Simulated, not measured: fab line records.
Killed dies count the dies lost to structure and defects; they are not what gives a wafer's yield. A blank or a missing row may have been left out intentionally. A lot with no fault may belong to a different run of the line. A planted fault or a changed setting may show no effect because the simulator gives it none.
Which tool was responsible? -- flow n5_finfet -- 8 lots with 24 wafers sampled at 5 steps, on a route of 1938 steps

## WHAT THE GAUGES SHOWED, per wafer
N5_BEOL_M4_RC_MEAS_101.
lot,measured,on,DIBL_N (mV/V)
L161,day 9 16:39,prober-01,35.9 34.8 37.2
L163,day 10 23:01,prober-02,35.3 34.5 35.5
L168,day 11 15:20,prober-01,37.1 38.1 36.8
L171,day 11 20:16,prober-01,34.6 35.1 32.7
L175,day 12 17:49,prober-01,34.4 34.2 36.5
L177,day 13 23:28,prober-01,35.0 32.7 33.5
L178,day 14 16:38,prober-02,37.8 37.4 38.6
L181,day 15 04:57,prober-02,35.5 36.7 36.2

## WHAT TOOL EACH LOT RAN ON (gives the tool, then ch and the chambers of the sampled wafers, and finally the start)
lot,N5_BEOL_M4_STRIP_19,N5_BEOL_M4_ETCH_69,N5_BEOL_M4_ETCH_70,N5_BEOL_M4_STRIP_36
L161,"rie_diel-01 ch 1,2,3, day 9 10:32","rie_diel-03 ch 1,2,3, day 9 11:08","rie_diel-01 ch 0,1,2, day 9 12:03","rie_diel-01 ch 0,1,2, day 9 12:13"
L163,"rie_diel-01 ch 0,3, day 10 06:50","rie_diel-03 ch 0,1,2, day 10 08:06","rie_diel-01 ch 0,1,2, day 10 18:37","rie_diel-01 ch 0,1,2, day 10 18:47"
L168,"rie_diel-02 ch 0,3, day 10 22:26","rie_diel-02 ch 0,1,2, day 10 23:07","rie_diel-01 ch 0,3, day 11 10:19","rie_diel-01 ch 0,3, day 11 10:28"
L171,"rie_diel-02 ch 1,2, day 11 03:25","rie_diel-01 ch 0,2,3, day 11 03:59","rie_diel-01 ch 0,1,2, day 11 14:16","rie_diel-01 ch 0,1,2, day 11 14:26"
L175,"rie_diel-01 ch 1,2,3, day 12 04:29","rie_diel-01 ch 0,2,3, day 12 05:02","rie_diel-02 ch 0,2,3, day 12 11:22","rie_diel-02 ch 0,2,3, day 12 11:30"
L177,"rie_diel-01 ch 0,2, day 13 10:07","rie_diel-02 ch 0,2, day 13 10:43","rie_diel-02 ch 0,1, day 13 17:07","rie_diel-02 ch 0,1, day 13 17:22"
L178,"rie_diel-01 ch 1,2,3, day 14 00:50","rie_diel-03 ch 0,1,3, day 14 02:14","rie_diel-03 ch 0,3, day 14 10:37","rie_diel-03 ch 0,3, day 14 10:47"
L181,"rie_diel-01 ch 0,1,3, day 14 20:04","rie_diel-03 ch 0,1,2, day 14 20:38","rie_diel-03 ch 2,3, day 14 22:53","rie_diel-03 ch 2,3, day 14 23:03"
- N5_BEOL_M4_STRIP_19: strips in O2.
- N5_BEOL_M4_ETCH_69: etches SiARC in CF4, target depth 15.6 nm, time 26 s.
- N5_BEOL_M4_ETCH_70: etches SOC in N2/H2, target depth 80 nm, overetch 24 nm, time 130 s.
- N5_BEOL_M4_STRIP_36: strips in N2/H2.

## THE ANSWER, worked out from the rows above alone
Rule: the usual values come from the lots themselves. Put in order of their means at a reading, lots are off if they are a third of the lots or fewer, leave a main group of 4 or more, and stand apart from it by a gap of 3 or more times the standard deviation of the main group's means; of several such gaps the widest counts. If all means in a main group match to the digits the tables above print for the reading, that group is not used. A lot without any number at a reading at which 4 lots or more have one is off too. Where the step has rows for the other lots, those lots are counted as sound.
Across all readings shown, no lot is off: no conclusion can be drawn from this.

## WHAT HAD BEEN PUT IN BY THE SIMULATOR
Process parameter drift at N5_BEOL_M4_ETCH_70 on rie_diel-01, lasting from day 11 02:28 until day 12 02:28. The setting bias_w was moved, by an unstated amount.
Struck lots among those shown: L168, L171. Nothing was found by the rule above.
